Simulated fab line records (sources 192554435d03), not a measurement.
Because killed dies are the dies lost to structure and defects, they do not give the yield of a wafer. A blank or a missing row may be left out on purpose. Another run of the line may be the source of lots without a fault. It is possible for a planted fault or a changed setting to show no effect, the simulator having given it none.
Chamber matching ; flow n5 finfet ; rie diel-06 running N5_BEOL_M4_ETCHBACK_99: 4 sister chambers
The step etches SiO2 in CHF3, target depth 5 nm, time 10.4 s. 7 wafers are shown with their chamber, then 7 later ones without.

## WAFERS, EACH WITH ITS CHAMBER
wafer;chamber;drypump motor current A (A);showerhead plenum p Torr (Torr)
L079.4;3;6.6;2.03
L080.3;2;5.6;2.06
L089.4;1;6.5;2.26
L090.3;2;5.6;2.05
L090.6;0;5.9;2.14
L094.1;1;6.4;2.26
L094.3;0;5.9;2.13

## WAFERS WITH NO CHAMBER GIVEN
wafer;drypump motor current A (A);showerhead plenum p Torr (Torr)
L094.4;5.9;2.13
L095.2;5.9;2.13
L095.4;6.6;2.28
L095.5;6.5;2.26
L097.3;5.9;2.13
L097.4;6.6;2.28
L097.6;5.6;2.05

## WHICH CHAMBER EACH WENT THROUGH
wafer;from the rows above;in truth
L094.4;0;0
L095.2;0;0
L095.4;1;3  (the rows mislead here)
L095.5;1;1
L097.3;0;0
L097.4;1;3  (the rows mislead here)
L097.6;2;2
Correct placement for 5 of the 7. Can't be placed from these rows: 0. Wrongly placed: 2.
How it was worked out, from the rows above alone: a wafer's distance from a chamber is the root of the sum, over the readings, of the square of ((its reading less the chamber's mean) divided by the reading's scatter). If the next closest chamber is less than 2 further off than the closest, the wafer can't be placed; otherwise it belongs to the closest. For every chamber, the mean is computed from those of its wafers that are shown. The scatter: the root of (the sum of the squares of (reading less its chamber's mean) over the shown wafers, divided by (wafers less chambers)).
